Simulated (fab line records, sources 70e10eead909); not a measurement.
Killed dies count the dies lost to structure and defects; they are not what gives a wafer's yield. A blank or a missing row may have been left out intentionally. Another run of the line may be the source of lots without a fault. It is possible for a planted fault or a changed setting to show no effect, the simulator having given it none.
Matching of chambers | flow nand harc | NHARC_P_STI_ETCH_15 on rie si-06 has 4 sister chambers
The step etches the open film in HBr/Cl2, target depth 300 nm, time 100.1 s. 14 wafers are shown with their chamber, then 7 later ones without.

WAFERS WITH THEIR CHAMBER
wafer  | chamber | drypump motor current A (A) | oes product au (a.u.) | throttle valve pct (%)
L996.2 | 1       | 5.8                         | 1.014                 | 26.387
L996.3 | 0       | 6.0                         | 1.003                 | 26.410
L996.4 | 2       | 5.9                         | 0.997                 | 26.399
L999.3 | 2       | 6.0                         | 0.991                 | 26.390
L999.5 | 2       | 5.9                         | 0.999                 | 26.404
L999.6 | 3       | 5.0                         | 1.027                 | 26.395
L101.1 | 3       | 5.0                         | 1.021                 | 26.405
L101.2 | 1       | 5.7                         | 1.023                 | 26.407
L101.6 | 0       | 6.0                         | 0.969                 | 26.394
L103.3 | 0       | 5.9                         | 0.974                 | 26.402
L103.4 | 1       | 5.7                         | 1.012                 | 26.413
L103.6 | 2       | 6.0                         | 0.994                 | 26.411
L109.1 | 1       | 5.8                         | 1.009                 | 26.410
L109.4 | 0       | 6.0                         | 1.002                 | 26.412

SIGNATURES (averages over the wafers above)
reading                 | chamber 0 | chamber 1 | chamber 2 | chamber 3 | scatter within a chamber
drypump motor current A | 5.975     | 5.750     | 5.950     | 5.000     | 0.0524
oes product au          | 0.98700   | 1.01450   | 0.99525   | 1.02400   | 0.0107
throttle valve pct      | 26.40450  | 26.40425  | 26.40100  | 26.40000  | 0.0095
Rule: distance of a wafer from a chamber = root of the sum over the readings of ((wafer's reading minus chamber's mean) / reading's scatter) squared. The wafer belongs to the nearest chamber; if the next one is less than 2 further off, it can't be placed. How the scatter is found: for the shown wafers, subtract from each reading the mean of its chamber, square and add these, divide the total by (wafers less chambers), then take the root.

WAFERS WITH NO CHAMBER GIVEN
wafer  | drypump motor current A (A) | oes product au (a.u.) | throttle valve pct (%)
L109.5 | 5.9                         | 0.996                 | 26.393
L113.1 | 5.8                         | 1.008                 | 26.408
L113.2 | 5.0                         | 1.009                 | 26.411
L113.4 | 5.9                         | 1.007                 | 26.400
L116.2 | 5.9                         | 1.004                 | 26.415
L116.3 | 5.1                         | 0.999                 | 26.409
L116.6 | 6.0                         | 0.995                 | 26.411

THE CHAMBER EACH PASSED THROUGH
wafer  | from the rows above          | in truth
L109.5 | can't be placed: 2 or 0      | 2
L113.1 | can't be placed: 1 or 2      | 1
L113.2 | 3                            | 3
L113.4 | can't be placed: 2 or 0 or 1 | 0
L116.2 | can't be placed: 2 or 0 or 1 | 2
L116.3 | 3                            | 3
L116.6 | can't be placed: 0 or 2      | 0
2 of 7 placed correctly. Can't be placed from these rows: 5 (the true chamber is among the candidates in 5). 0 placed wrongly.
